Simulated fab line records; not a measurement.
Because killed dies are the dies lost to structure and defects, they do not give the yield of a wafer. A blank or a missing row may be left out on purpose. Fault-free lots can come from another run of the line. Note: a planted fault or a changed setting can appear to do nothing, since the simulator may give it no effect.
Problem report, 8D (eight disciplines) form, completed by code | flow nand_harc | the parts of the form that need people (team, actions taken, sign-off) are left out

## 1. THE PROBLEM
Mean of oes_product_au at NHARC_P_CONTACT_ETCH_31: 0.672 a.u. across 12 wafers in 4 lots; on wafers with no fault it is 0.981 a.u. (standard deviation 0.012). That is -26 standard deviations from the usual mean.
The step: etches the open film in CH3F/O2, target depth 30 nm, time 85.7 s.
Seen first at day 7 18:22 on rie_diel-08, wafer L358.2. The record has a number at this step for 42 wafers belonging to 14 lots. By rule, "out" or "out of limits" means more than 4 standard deviations away from the usual mean. The rest of the wafers with a number are treated as sound.

## 2. WHAT IT IS; WHAT IT IS NOT
question                    | is                     | is not
which readings at this step | oes_product_au         | drypump_motor_current_A, showerhead_plenum_p_Torr, throttle_valve_pct
which lots                  | L358, L360, L361, L362 | L350, L351, L352, L353, L354, L367, L368, L369, L371, L373
which wafers of those lots  | all that have a number | -
read on which tools         | rie_diel-08            | rie_diel-05, rie_diel-11
when                        | from day 7 18:22       | up to then (15 sound wafers); but 15 sound wafers of L367, L368, L369, L371, L373 came after

## 3. SUSPECTS, AND WHAT RULES EACH OUT
Counting: any tool at a process step up to the reading is kept as a suspect provided that every lot that is out went through it and no sound lot did after the first of them.
- rie_diel-08 at NHARC_P_CONTACT_ETCH_18 (etches the open film in C4F8/O2/Ar, target depth 481 nm, time 240.5 s): kept. Every lot that is out went through it, starting with L358 (day 7 18:22), and after that it ran no sound lot; the last sound lot it ran before then is L353 (day 6 01:40). With no start given for some of its lots, NHARC_P_CONTACT_ETCH_18 uses the hours and lot order of NHARC_P_CONTACT_ETCH_31.
- rie_diel-08 at NHARC_P_CONTACT_ETCH_31 (etches the open film in CH3F/O2, target depth 30 nm, time 85.7 s): kept. Every lot that is out went through it, starting with L358 (day 7 18:22), and after that it ran no sound lot; the last sound lot it ran before then is L353 (day 6 01:40). Its own oes_product_au readings are out on those wafers.
What counting leaves: rie_diel-08 at NHARC_P_CONTACT_ETCH_18 and rie_diel-08 at NHARC_P_CONTACT_ETCH_31.

## 4. THE CAUSE (what the simulator had put in)
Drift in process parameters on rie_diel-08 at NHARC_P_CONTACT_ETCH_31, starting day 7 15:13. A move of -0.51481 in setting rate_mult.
Counting leaves 2 suspects; this tool is one of them.

## 5. THE CHAIN OF EFFECTS, in route order
Each row: a reading where the mean over the struck wafers with a number is more than 3 standard deviations away from the usual. Only readings for which the record gives a usual standard deviation are gone through. hours: the time from each lot's start at the first step in this table that gives one to its start at this step, as a median over the lots. sigmas: the change in usual standard deviations.
hours | step                    | reading        | usual      | on struck wafers | change | sigmas
0     | NHARC_P_CONTACT_ETCH_31 | oes_product_au | 0.981 a.u. | 0.672            | -0.309 | -26
Here are the process steps it includes:
- NHARC_P_CONTACT_ETCH_31: etches the open film in CH3F/O2, target depth 30 nm, time 85.7 s.
Later steps that measure or inspect, where all struck wafers having a row at the step show a number for every such reading and not one has moved that far: NHARC_END_SORT_01.

## 6. WHAT WOULD HAVE CAUGHT IT SOONER
3 hours passed between the start of the fault at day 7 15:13 and the first reading out of limits in this record, taken at day 7 18:22.
